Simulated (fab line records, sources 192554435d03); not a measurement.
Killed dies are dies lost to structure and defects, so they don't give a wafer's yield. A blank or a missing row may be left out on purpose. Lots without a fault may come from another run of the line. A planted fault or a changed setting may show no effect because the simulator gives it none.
Chamber matching | flow n5_finfet | N5_BEOL_M12_ETCH_68 on rie_diel-02: 4 sister chambers
The step etches SOC in N2/H2, time 285 s. 8 wafers are shown with their chamber, then 10 later ones without.

WAFERS WITH THEIR CHAMBER
wafer  | chamber | drypump_motor_current_A (A) | oes_product_au (a.u.)
L077.4 | 3       | 6.6                         | 0.67
L082.2 | 3       | 6.5                         | 0.67
L088.3 | 2       | 5.6                         | 0.89
L085.4 | 1       | 5.9                         | 0.84
L085.5 | 2       | 5.6                         | 0.88
L085.6 | 0       | 6.1                         | 0.93
L091.3 | 1       | 5.9                         | 0.82
L091.4 | 0       | 6.2                         | 0.91

WAFERS WITHOUT THEIR CHAMBER
wafer  | drypump_motor_current_A (A) | oes_product_au (a.u.)
L091.6 | 6.6                         | 0.95
L090.2 | 5.9                         | 0.82
L090.3 | 6.2                         | 0.90
L090.5 | 5.9                         | 0.82
L092.2 | 6.1                         | 0.91
L092.4 | 5.9                         | 0.82
L092.6 | 5.6                         | 0.85
L096.2 | 6.5                         | 0.92
L096.3 | 6.0                         | 0.81
L096.5 | 5.6                         | 0.84

WHICH CHAMBER EACH WENT THROUGH
wafer  | from the rows above     | in truth
L091.6 | 0                       | 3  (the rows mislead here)
L090.2 | 1                       | 1
L090.3 | 0                       | 0
L090.5 | 1                       | 1
L092.2 | 0                       | 0
L092.4 | 1                       | 1
L092.6 | 2                       | 2
L096.2 | 0                       | 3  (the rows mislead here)
L096.3 | 1                       | 1
L096.5 | can't be placed: 2 or 1 | 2
Placed correctly: 7 of 10. Can't be placed from these rows: 1 (the true chamber is among the candidates in 1). Placed wrongly: 2.
How it was worked out, from the rows above alone: a wafer's distance from a chamber is the root of the sum, over the readings, of the square of ((its reading less the chamber's mean) divided by the reading's scatter). The wafer belongs to the nearest chamber; if the next one is less than 2 further off, it can't be placed. A chamber's mean is the mean of its shown wafers. The scatter: the root of (the sum of the squares of (reading less its chamber's mean) over the shown wafers, divided by (wafers less chambers)).
